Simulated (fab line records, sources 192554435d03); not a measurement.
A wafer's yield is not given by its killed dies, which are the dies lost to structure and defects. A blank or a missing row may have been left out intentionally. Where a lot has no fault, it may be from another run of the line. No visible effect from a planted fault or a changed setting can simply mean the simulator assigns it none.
Split-lot study -- flow n5_finfet -- on a route of 1938 steps: 7 lots, 21 wafers read

ABOUT THE SPLIT
At N5_DUMMY_GATE_CVD_03 (deposits a-Si from SiH4, target thk 150 nm, time 8042 s), the setting temp_c was moved away from the recipe's 530 C on 9 of the 21 wafers read, by -3.7% to +3.3%. All remaining wafers had this setting at the recipe value.

The reading is taken at the split's own step.

THE READING
a-Si_of_DUMMY_GATE_CVD_03.thk_nm (the simulator's own value, which no gauge read), in nm, at N5_DUMMY_GATE_CVD_03 (deposits a-Si from SiH4, target thk 150 nm, time 8042 s). The file does not state a usual value for it. Here, 12 wafers ran the recipe; their average is 151.0 nm with a standard deviation of 1.1 nm.

wafer,"tool, chamber at the split","temp_c as run, C",against the recipe,"a-Si_of_DUMMY_GATE_CVD_03.thk_nm, nm",against lot-mates on the recipe
L074.3,"lpcvd-02, 0/25",530,recipe,149.8,-
L074.5,"lpcvd-02, 0/34",530,recipe,150.8,-
L074.6,"lpcvd-02, 0/39",530,recipe,151.4,-
L076.1,"-, -",510.4,-3.7%,84.6,no lot-mate on the recipe
L076.3,"-, -",510.4,-3.7%,84.8,no lot-mate on the recipe
L076.5,"-, -",510.4,-3.7%,84,no lot-mate on the recipe
L080.1,"-, -",530,recipe,150,-
L080.3,"-, -",530,recipe,151.8,-
L080.4,"-, -",530,recipe,153,-
L083.1,"-, -",512.5,-3.3%,88.2,no lot-mate on the recipe
L083.4,"-, -",512.5,-3.3%,87.8,no lot-mate on the recipe
L083.5,"-, -",512.5,-3.3%,89.2,no lot-mate on the recipe
L087.1,"-, -",547.3,+3.3%,242,no lot-mate on the recipe
L087.5,"-, -",547.3,+3.3%,241.4,no lot-mate on the recipe
L087.6,"-, -",547.3,+3.3%,242.8,no lot-mate on the recipe
L090.1,"-, -",530,recipe,152.2,-
L090.5,"-, -",530,recipe,152,-
L090.6,"-, -",530,recipe,151.6,-
L093.2,"-, -",530,recipe,150.2,-
L093.4,"-, -",530,recipe,149.4,-
L093.6,"-, -",530,recipe,149.6,-

FIT RESULTS
A straight line over all 21 wafers: a-Si_of_DUMMY_GATE_CVD_03.thk_nm changes by +22 nm for each +1% of temp_c; r = +0.99; the points scatter about the line by 8.1 nm.
Too few moved wafers have a lot-mate on the recipe to fit a line with each lot's own level taken away.

THE FILE'S OWN FIT
a-Si_of_DUMMY_GATE_CVD_03.thk_nm changes by +22 nm for each +1% of temp_c, r = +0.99.
